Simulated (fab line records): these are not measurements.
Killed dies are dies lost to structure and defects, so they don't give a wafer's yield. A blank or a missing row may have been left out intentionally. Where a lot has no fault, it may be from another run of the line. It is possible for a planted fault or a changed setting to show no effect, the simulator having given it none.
Which tool is to blame?	flow nand-harc	36 wafers from 12 lots sampled at 5 of the route's 1302 steps

== WHAT THE GAUGES SHOWED, per wafer ==
NHARC_P_BONDPAD_THK_MEAS_33: measures by ellipsometry.
lot	measured	on	thk-nm (nm)
L479	day 7 00:53	film-metro-02	199.6 196.9 199.8
L482	day 8 06:37	film-metro-02	199.8 198.7 201.1
L483	day 8 19:58	film-metro-01	198.6 199.3 200.9
L488	day 10 17:10	film-metro-02	199.3 203.9 201.7
L489	day 11 03:29	film-metro-02	200.9 199.3 199.7
L490	day 11 11:32	film-metro-02	200.4 201.9 198.2
L494	day 13 06:13	film-metro-02	198.7 201.4 197.1
L495	day 13 16:12	film-metro-02	203.8 199.5 201.4
L496	day 14 03:37	film-metro-01	197.9 197.7 198.9
L497	day 14 07:42	film-metro-02	200.5 197.8 199.1
L498	day 15 02:25	film-metro-01	196.8 200.5 198.9
L500	day 15 23:53	film-metro-02	197.9 200.7 200.0

NHARC_P_BONDPAD_CD_MEAS_09: target cd 500 nm.
lot	measured	on	cd-nm (nm)
L479	day 7 01:27	cd-sem-03	499.0 502.0 501.1
L482	day 8 07:11	cd-sem-03	502.1 498.9 501.4
L483	day 8 20:32	cd-sem-02	497.6 501.1 500.3
L488	day 10 17:43	cd-sem-01	496.6 498.1 496.9
L489	day 11 04:03	cd-sem-01	497.5 498.7 498.9
L490	day 11 11:59	cd-sem-01	497.3 499.3 496.0
L494	day 13 06:47	cd-sem-01	497.9 499.7 496.8
L495	day 13 16:38	cd-sem-03	510.9 507.9 510.7
L496	day 14 04:03	cd-sem-02	513.6 508.9 510.4
L497	day 14 08:16	cd-sem-01	500.6 497.3 501.9
L498	day 15 02:59	cd-sem-02	500.6 499.1 502.2
L500	day 16 00:19	cd-sem-02	497.4 500.1 497.3

NHARC_P_BONDPAD_OVL_MEAS_38.
lot	measured	on	overlay-x-nm (nm)	overlay-y-nm (nm)
L479	day 7 01:32	overlay-01	1 0 1	0 0 0
L482	day 8 07:17	overlay-02	-6 -6 -6	7 7 7
L483	day 8 20:37	overlay-01	5 5 5	-2 -2 -2
L488	day 10 17:49	overlay-01	-1 -2 -1	7 7 7
L489	day 11 04:08	overlay-02	-1 -1 -1	-5 -5 -5
L490	day 11 12:04	overlay-01	-9 -9 -9	-4 -4 -3
L494	day 13 06:53	overlay-02	-2 -2 -2	10 10 11
L495	day 13 16:44	overlay-01	-4 -4 -4	-7 -7 -6
L496	day 14 04:08	overlay-01	-1 -1 -2	2 1 1
L497	day 14 08:22	overlay-02	1 1 1	-6 -5 -5
L498	day 15 03:04	overlay-02	-7 -6 -6	9 9 9
L500	day 16 00:25	overlay-01	-1 -2 -1	-6 -6 -6

== WHAT TOOL EACH LOT RAN ON (gives the tool, then ch and the chambers of the sampled wafers, and finally the start) ==
lot	NHARC_P_M2_DEP_33	NHARC_P_BONDPAD_EXPOSE_06
L479	pecvd-01 ch 1,2, day 6 23:45	krf-scanner-02 ch 0, day 7 01:19
L482	pecvd-01 ch 1,2, day 8 05:37	krf-scanner-02 ch 0, day 8 07:02
L483	pecvd-02 ch 0,2, day 8 18:54	krf-scanner-04 ch 0, day 8 20:23
L488	pecvd-04 ch 0,1,2, day 10 16:05	krf-scanner-01 ch 0, day 10 17:34
L489	pecvd-01 ch 1,2, day 11 02:24	krf-scanner-04 ch 0, day 11 03:55
L490	pecvd-02 ch 0,1, day 11 10:28	krf-scanner-04 ch 0, day 11 11:50
L494	pecvd-02 ch 0,2, day 13 05:11	krf-scanner-02 ch 0, day 13 06:38
L495	pecvd-02 ch 1,2, day 13 15:07	krf-scanner-02 ch 0, day 13 16:29
L496	pecvd-04 ch 0,1,2, day 14 02:28	krf-scanner-02 ch 0, day 14 03:54
L497	pecvd-04 ch 0,1,2, day 14 06:47	krf-scanner-04 ch 0, day 14 08:08
L498	pecvd-01 ch 1,2, day 15 01:14	krf-scanner-01 ch 0, day 15 02:50
L500	pecvd-04 ch 0,1,2, day 15 22:52	krf-scanner-04 ch 0, day 16 00:10
- NHARC_P_M2_DEP_33: deposits SiCN, target thk 30 nm.
- NHARC_P_BONDPAD_EXPOSE_06: exposes mask P BPAD.

== WHAT THE TOOLS THEMSELVES READ (means of the sampled wafers that have a number; where no wafer has one, the mark that the record gives instead) ==
NHARC_P_M2_DEP_33.
lot	tool	heater-power-outer-w (W)	heater-power-w (W)	showerhead-vpp-V (V)
L479	pecvd-01	331	613	1427
L482	pecvd-01	345	627	1425
L483	pecvd-02	339	567	1302
L488	pecvd-04	318	582	1336
L489	pecvd-01	351	629	1350
L490	pecvd-02	346	598	1279
L494	pecvd-02	341	540	1305
L495	pecvd-02	326	543	1264
L496	pecvd-04	340	616	1340
L497	pecvd-04	326	594	1339
L498	pecvd-01	331	606	1337
L500	pecvd-04	345	614	1344

NHARC_P_BONDPAD_EXPOSE_06.
lot	tool	exposure-dose-mJ-cm2	stage-vel-mm-s (mm/s)
L479	krf-scanner-02	37.12	499.87
L482	krf-scanner-02	37.04	499.91
L483	krf-scanner-04	37.08	500.13
L488	krf-scanner-01	37.09	499.64
L489	krf-scanner-04	37.08	499.92
L490	krf-scanner-04	37.06	500.04
L494	krf-scanner-02	37.04	499.98
L495	krf-scanner-02	51.07	500.17
L496	krf-scanner-02	48.25	499.91
L497	krf-scanner-04	37.09	499.87
L498	krf-scanner-01	37.03	499.96
L500	krf-scanner-04	37.08	499.86

== THE ANSWER, worked out from the rows above alone ==
Rule: usual is defined by the lots themselves. Put in order of their means at a reading, lots are off if they are a third of the lots or fewer, leave a main group of 4 or more, and stand apart from it by a gap of 3 or more times the standard deviation of the main group's means; of several such gaps the widest counts. The tables above print the reading to a certain number of digits; a main group whose means all agree to those digits is not used. A lot without any number at a reading at which 4 lots or more have one is off too. The other lots that the step has rows for count as sound. After the gauges, taken in route order, come the tools' own readings; for these a lot's mean is taken, as printed above. The first step at which some lot is off is used, and at that step the reading that is off furthest; a lot without a number counts as furthest.
Off, at NHARC_P_BONDPAD_CD_MEAS_09 on cd-nm: L495, L496. Main group: mean 499.1 nm, sd 1.3.
A tool fits if, at a process step before that reading, it ran every lot that is off, and no sound lot after the first of them. Not tried: the gauges at NHARC_P_BONDPAD_CD_MEAS_09; whatever is off there is also off at NHARC_P_BONDPAD_EXPOSE_06, on other tools, and gauge error can't account for it. One candidate fits, namely krf-scanner-02 at NHARC_P_BONDPAD_EXPOSE_06. A fault onset in the window from L494 (day 13 06:38, its last sound lot) to L495 (day 13 16:29, its first lot off) fits.
On the lots that are off, the tool's own readings at NHARC_P_BONDPAD_EXPOSE_06 differ by more than 5 times the standard deviation of the sound lots' means, which bears it out; exposure-dose-mJ-cm2 reads 49.66 there versus 37.07 on the sound lots.

== WHAT WAS PUT IN BY THE SIMULATOR ==
Process parameter drift: krf-scanner-02, from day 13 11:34 on, at NHARC_P_BONDPAD_EXPOSE_06. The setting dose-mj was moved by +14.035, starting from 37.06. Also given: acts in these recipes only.
Shown lots that were struck: L495, L496. The rule given above showed the same thing.
